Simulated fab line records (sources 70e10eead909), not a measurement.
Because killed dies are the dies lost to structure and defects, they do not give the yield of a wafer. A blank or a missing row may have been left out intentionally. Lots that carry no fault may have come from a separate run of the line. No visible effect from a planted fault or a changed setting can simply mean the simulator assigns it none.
Check of tool commonality | flow nandHarc | Lots sampled 11, wafers sampled 33

== WHY THIS WAS OPENED ==
On 2 of the 11 lots, a flag is raised at NHARC_A_CHANNEL_HOLE_D2_CD_MEAS_10 on the reading cdNm. Wafers without a fault read 100.0 nm, standard deviation 0.54.
Rule: a lot is flagged when every wafer of it that has a number lies more than 4 standard deviations from that mean, or none has a number. As for the other lots, they are considered sound.

lot  | measured     | on       | cdNm (nm), wafer by wafer | flag
L308 | day 13 13:34 | cdSem-02 | 99.8 99.6 99.4            | 
L309 | day 13 13:47 | cdSem-01 | 99.4 100.2 100.1          | 
L310 | day 14 10:56 | cdSem-01 | 99.9 100.9 100.1          | 
L315 | day 17 06:43 | cdSem-03 | 96.6 96.6 96.5            | FLAGGED
L318 | day 17 20:06 | cdSem-03 | 100.7 100.1 100.3         | 
L317 | day 17 21:52 | cdSem-02 | 96.5 96.5 96.2            | FLAGGED
L323 | day 19 17:29 | cdSem-01 | 99.4 100.2 99.7           | 
L325 | day 20 05:34 | cdSem-02 | 99.6 98.9 98.8            | 
L328 | day 22 02:08 | cdSem-01 | 100.1 100.4 100.8         | 
L330 | day 22 15:02 | cdSem-03 | 100.2 99.6 100.2          | 
L329 | day 22 16:25 | cdSem-01 | 100.2 100.5 100.7         | 
The numbers of the flagged lots are 96.5 nm on average: -3.5 nm against the usual, or -7 standard deviations.

== WHICH TOOL EACH LOT WENT THROUGH ==
The record holds 1 process step before the reading, out of a route of 1302 steps. In each cell: the tool, then ch and the chambers that the sampled wafers went through, then the start.
lot  | flag    | NHARC_A_CHANNEL_HOLE_D2_PEB_08
L308 |         | lithoTrack-01 ch 0, day 13 13:29
L309 |         | lithoTrack-06 ch 0, day 13 13:42
L310 |         | lithoTrack-06 ch 0, day 14 10:52
L315 | FLAGGED | lithoTrack-06 ch 0, day 17 06:38
L318 |         | lithoTrack-04 ch 0, day 17 20:01
L317 | FLAGGED | lithoTrack-06 ch 0, day 17 21:47
L323 |         | lithoTrack-01 ch 0, day 19 17:25
L325 |         | lithoTrack-04 ch 0, day 20 05:29
L328 |         | lithoTrack-06 ch 0, day 22 02:03
L330 |         | lithoTrack-06 ch 0, day 22 14:57
L329 |         | lithoTrack-06 ch 0, day 22 16:20
What the steps here do:
- NHARC_A_CHANNEL_HOLE_D2_PEB_08: peb time 65 s.
- NHARC_A_CHANNEL_HOLE_D2_CD_MEAS_10: target cd 100 nm.

== FLAGGED AGAINST TOTAL, ONE TOOL AT A TIME (gauges that did the reading follow at the end) ==
step                               | tool          | lots run | flagged | share of the flagged lots | sound lots run after its first flagged lot
NHARC_A_CHANNEL_HOLE_D2_PEB_08     | lithoTrack-01 | 2        | 0       | none                      | -
NHARC_A_CHANNEL_HOLE_D2_PEB_08     | lithoTrack-04 | 2        | 0       | none                      | -
NHARC_A_CHANNEL_HOLE_D2_PEB_08     | lithoTrack-06 | 7        | 2       | all                       | 3 (L328,L330,L329)
NHARC_A_CHANNEL_HOLE_D2_CD_MEAS_10 | cdSem-01      | 5        | 0       | none                      | -
NHARC_A_CHANNEL_HOLE_D2_CD_MEAS_10 | cdSem-02      | 3        | 1       | some                      | 1 (L325)
NHARC_A_CHANNEL_HOLE_D2_CD_MEAS_10 | cdSem-03      | 3        | 1       | some                      | 2 (L318,L330)

== WHAT IS ALLOWED BY THE TABLE ==
In the table, 1 row covers all flagged lots: lithoTrack-06 at NHARC_A_CHANNEL_HOLE_D2_PEB_08.
- lithoTrack-06 at NHARC_A_CHANNEL_HOLE_D2_PEB_08 ran 7 lots, 2 of them flagged. Sound lots ran on it after the first flagged one (L328, L330, L329), which a lasting fault on the whole tool wouldn't allow. Its own readings (heaterPowerTotalW) fall more than 4 standard deviations out on all wafers of the flagged lots.
No row of the table ran every flagged lot and no sound lot after the first.

== WHAT HAD BEEN PUT IN BY THE SIMULATOR ==
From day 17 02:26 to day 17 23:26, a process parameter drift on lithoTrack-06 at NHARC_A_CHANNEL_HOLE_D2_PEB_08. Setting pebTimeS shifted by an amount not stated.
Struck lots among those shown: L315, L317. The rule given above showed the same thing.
